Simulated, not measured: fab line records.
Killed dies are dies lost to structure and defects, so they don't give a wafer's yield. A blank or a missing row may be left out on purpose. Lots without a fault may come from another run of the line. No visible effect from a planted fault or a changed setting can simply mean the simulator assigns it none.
Chamber matching | flow n5_finfet | 4 sister chambers for N5_MOL_CONTACT_COAG_ALD_20 on ald_metal-04
The step deposits TiN, target thk 1.5 nm, pulse time 1 s, purge time 3 s. 4 wafers are shown with their chamber, then 6 later ones without.

== EACH WAFER AND ITS CHAMBER ==
wafer  | chamber | heater_power_w (W)
L561.3 | 2       | 800
L561.4 | 1       | 856
L569.1 | 3       | 766
L569.2 | 0       | 902

== WAFERS MISSING THEIR CHAMBER ==
wafer  | heater_power_w (W)
L569.6 | 790
L573.2 | 921
L573.3 | 763
L573.6 | 923
L575.1 | 779
L575.4 | 784

== WHICH CHAMBER EACH ONE RAN IN ==
wafer  | from the rows above     | in truth
L569.6 | can't be placed: 2 or 3 | 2
L573.2 | 0                       | 0
L573.3 | 3                       | 3
L573.6 | 0                       | 0
L575.1 | can't be placed: 3 or 2 | 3
L575.4 | can't be placed: 2 or 3 | 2
3 of 6 placed correctly. Unplaceable from these rows: 3, with the true chamber sitting among the candidates in 3. Number placed wrongly: 0.
How it was worked out, from the rows above alone: a wafer's distance from a chamber is the root of the sum, over the readings, of the square of ((its reading less the chamber's mean) divided by the reading's scatter). If the next closest chamber is less than 2 further off than the closest, the wafer can't be placed; otherwise it belongs to the closest. Each chamber's mean is taken over the wafers shown for it. The scatter (one wafer shown for each chamber): square how far every hidden wafer sits from the nearest shown wafer, average those squares and take the square root.
